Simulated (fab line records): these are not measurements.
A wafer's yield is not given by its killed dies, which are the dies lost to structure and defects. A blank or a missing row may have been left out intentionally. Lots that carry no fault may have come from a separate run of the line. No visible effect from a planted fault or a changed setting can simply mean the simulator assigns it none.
Which of the tools did it? ; flow nandHarc ; 12 lots with 36 wafers sampled at 6 steps, on a route of 1159 steps

WHAT THE GAUGES SHOWED, per wafer
NHARC_P_GATE_CD_MEAS_59: target cd 720 nm.
lot;measured;on;cdNm (nm)
L280;day 5 10:58;cdSem-03;719.6 720.3 718.2
L284;day 6 09:01;cdSem-02;758.1 760.0 760.9
L293;day 8 12:46;cdSem-03;720.5 722.8 723.8
L294;day 8 21:55;cdSem-01;721.4 718.6 719.0
L298;day 9 08:20;cdSem-02;721.8 720.4 721.9
L297;day 9 09:53;cdSem-01;720.5 719.4 720.5
L296;day 9 09:31;cdSem-02;716.1 716.2 718.5
L300;day 9 23:35;cdSem-02;718.4 718.4 720.3
L299;day 9 23:53;cdSem-02;719.1 720.4 715.7
L301;day 10 10:35;cdSem-01;720.3 718.8 719.6
L302;day 10 15:10;cdSem-02;718.9 714.9 717.2
L303;day 11 08:19;cdSem-01;722.0 715.8 718.3

NHARC_P_GATE_CD_MEAS_91: target cd 2000 nm.
lot;measured;on;cdNm (nm)
L280;day 5 12:59;cdSem-02;2002.3 2002.9 2003.2
L284;day 6 10:47;cdSem-01;2001.2 2000.4 2001.2
L293;day 8 14:22;cdSem-03;2000.7 2002.9 2000.7
L294;day 9 00:22;cdSem-02;2001.6 2005.0 2003.4
L298;day 9 11:04;cdSem-01;2001.2 1997.9 2003.0
L297;day 9 12:06;cdSem-03;2001.2 2002.8 2001.5
L296;day 9 11:47;cdSem-03;2001.2 2002.9 2000.8
L300;day 10 01:28;cdSem-03;1999.9 2000.8 2002.7
L299;day 10 01:56;cdSem-01;1999.9 1997.5 2001.9
L301;day 10 12:10;cdSem-02;2003.1 2004.0 2001.5
L302;day 10 19:41;cdSem-02;1999.9 1999.3 2002.5
L303;day 11 09:54;cdSem-02;2000.0 1997.4 1997.9

NHARC_END_SORT_01.
lot;measured;on;killedAtArray;killedAtOther;killedAtPeriphery;killedDies;killedOpen;killedShort
L293;day 22 15:48;prober-02;28 34 39;0 0 1;2 1 0;30 35 40;3 3 2;3 5 4
L294;day 23 00:26;prober-01;39 41 37;3 3 2;0 2 2;42 46 41;4 3 8;2 2 2
L298;day 24 09:32;prober-02;19 8 15;2 0 1;2 0 2;23 8 18;5 1 1;3 1 1
L297;day 24 04:03;prober-01;49 54 40;0 0 4;5 1 2;54 55 46;2 3 3;2 2 2
L296;day 23 19:23;prober-01;59 57 41;0 0 0;4 6 5;63 63 46;2 5 1;1 1 2
L300;day 24 10:14;prober-01;40 37 47;2 1 2;0 2 0;42 40 49;0 6 5;3 2 1
L299;day 24 17:19;prober-02;33 32 48;1 1 1;3 2 3;37 35 52;6 3 2;2 1 4
L301;day 24 02:35;prober-02;21 18 29;2 0 1;2 4 4;25 22 34;4 4 4;2 0 2

WHICH TOOL RAN EACH LOT (tool, then ch and the chambers of the sampled wafers, then the start)
lot;NHARC_P_GATE_DEP_103;NHARC_P_GATE_DESCUM_48;NHARC_P_GATE_EXPOSE_56
L280;pecvd-03 ch 0,1,2, day 4 20:10;rieDiel-05 ch 0,2, day 5 09:07;krfScanner-03 ch 0, day 5 10:47
L284;pecvd-01 ch 0,2, day 5 18:43;rieDiel-07 ch 0,1,3, day 6 07:34;krfScanner-03 ch 0, day 6 08:52
L293;pecvd-03 ch 0,2, day 7 22:01;rieDiel-07 ch 0,1,2, day 8 11:12;krfScanner-04 ch 0, day 8 12:37
L294;pecvd-03 ch 0,1,2, day 8 06:20;rieDiel-05 ch 0,1, day 8 19:18;krfScanner-02 ch 0, day 8 21:46
L298;pecvd-02 ch 0,2, day 8 17:32;rieDiel-05 ch 0,2,3, day 9 06:20;krfScanner-02 ch 0, day 9 08:11
L297;pecvd-03 ch 1,2, day 8 18:19;rieDiel-11 ch 0,1, day 9 07:22;krfScanner-02 ch 0, day 9 09:44
L296;pecvd-01 ch 1,2, day 8 18:20;rieDiel-07 ch 2,3, day 9 07:04;krfScanner-04 ch 0, day 9 09:22
L300;pecvd-03 ch 0,1,2, day 9 09:02;rieDiel-07 ch 0,1,3, day 9 22:01;krfScanner-04 ch 0, day 9 23:26
L299;pecvd-03 ch 0,2, day 9 09:13;rieDiel-05 ch 0,1,2, day 9 22:18;krfScanner-02 ch 0, day 9 23:43
L301;pecvd-03 ch 0,1,2, day 9 20:28;rieDiel-07 ch 1,2,3, day 10 09:01;krfScanner-03 ch 0, day 10 10:25
L302;pecvd-02 ch 1,2, day 10 00:42;rieDiel-05 ch 0,2, day 10 13:31;krfScanner-02 ch 0, day 10 14:59
L303;pecvd-03 ch 0,2, day 10 16:18;rieDiel-05 ch 0,1, day 11 06:41;krfScanner-04 ch 0, day 11 08:09
- NHARC_P_GATE_DEP_103: deposits SiON, target thk 30 nm.
- NHARC_P_GATE_DESCUM_48: chemistry O2, time 3 s.
- NHARC_P_GATE_EXPOSE_56: exposes mask P PSD, target cd 720 nm.

AS READ BY THE TOOLS THEMSELVES (means over the sampled wafers that have a number; for cases with no such wafer, the mark the record gives instead)
NHARC_P_GATE_DEP_103.
lot;tool;heaterPowerW (W)
L280;pecvd-03;716
L284;pecvd-01;735
L293;pecvd-03;711
L294;pecvd-03;726
L298;pecvd-02;725
L297;pecvd-03;651
L296;pecvd-01;720
L300;pecvd-03;692
L299;pecvd-03;720
L301;pecvd-03;717
L302;pecvd-02;805
L303;pecvd-03;671

NHARC_P_GATE_DESCUM_48.
lot;tool;drypumpMotorCurrentA (A);mfcArSccm (sccm);oesProductAu (a.u.);rfVppV (V);showerheadPlenumPTorr (Torr);throttleValvePct (%)
L280;rieDiel-05;5.6;0.000;1.001;57.9;1.89;11.307
L284;rieDiel-07;5.7;0.022;0.998;57.6;1.98;11.310
L293;rieDiel-07;6.3;0.017;1.011;58.1;1.96;11.311
L294;rieDiel-05;5.6;0.011;0.997;57.7;1.88;11.305
L298;rieDiel-05;5.5;0.010;0.991;58.2;1.93;11.313
L297;rieDiel-11;5.9;0.003;1.009;57.6;1.82;11.308
L296;rieDiel-07;5.6;0.011;0.987;58.9;2.04;11.319
L300;rieDiel-07;5.7;0.022;0.999;58.3;1.98;11.317
L299;rieDiel-05;5.6;0.011;0.996;57.2;1.92;11.312
L301;rieDiel-07;6.0;0.010;0.999;57.9;2.01;11.308
L302;rieDiel-05;5.6;0.000;0.992;57.7;1.88;11.305
L303;rieDiel-05;5.6;0.011;0.992;57.7;1.88;11.306

NHARC_P_GATE_EXPOSE_56.
lot;tool;exposureDoseMJCm2
L280;krfScanner-03;14.836
L284;krfScanner-03;14.812
L293;krfScanner-04;14.820
L294;krfScanner-02;14.807
L298;krfScanner-02;14.824
L297;krfScanner-02;14.830
L296;krfScanner-04;14.796
L300;krfScanner-04;14.806
L299;krfScanner-02;14.811
L301;krfScanner-03;14.800
L302;krfScanner-02;14.821
L303;krfScanner-04;14.818

THE ANSWER, worked out from the rows above alone
Rule: the usual values come from the lots themselves. The widest of any qualifying gaps counts: lots, ordered by their means at a reading, are off when they make up no more than a third of the lots, leave a main group of 4 or more, and stand apart from it by 3 or more times the standard deviation of that group's means. The tables above print the reading to a certain number of digits; a main group whose means all agree to those digits is not used. A lot without any number at a reading at which 4 lots or more have one is off too. All remaining lots with rows at the step are treated as sound. First the gauges in route order, then the tools' own readings, where a lot's mean is used as printed above. At the first step where some lot is off, the reading lying furthest off is the one used; lots without a number count as furthest.
Off: L284 (NHARC_P_GATE_CD_MEAS_59, cdNm). The main group: mean 719.3 nm, standard deviation 1.6.
If a tool, at a process step before that reading, ran all the lots that are off and no sound lot after the first of them, it fits. Those tools and the gauges at NHARC_P_GATE_CD_MEAS_59 are tried in the same way. Of those tried, none fits.

WHAT THE SIMULATOR PUT IN
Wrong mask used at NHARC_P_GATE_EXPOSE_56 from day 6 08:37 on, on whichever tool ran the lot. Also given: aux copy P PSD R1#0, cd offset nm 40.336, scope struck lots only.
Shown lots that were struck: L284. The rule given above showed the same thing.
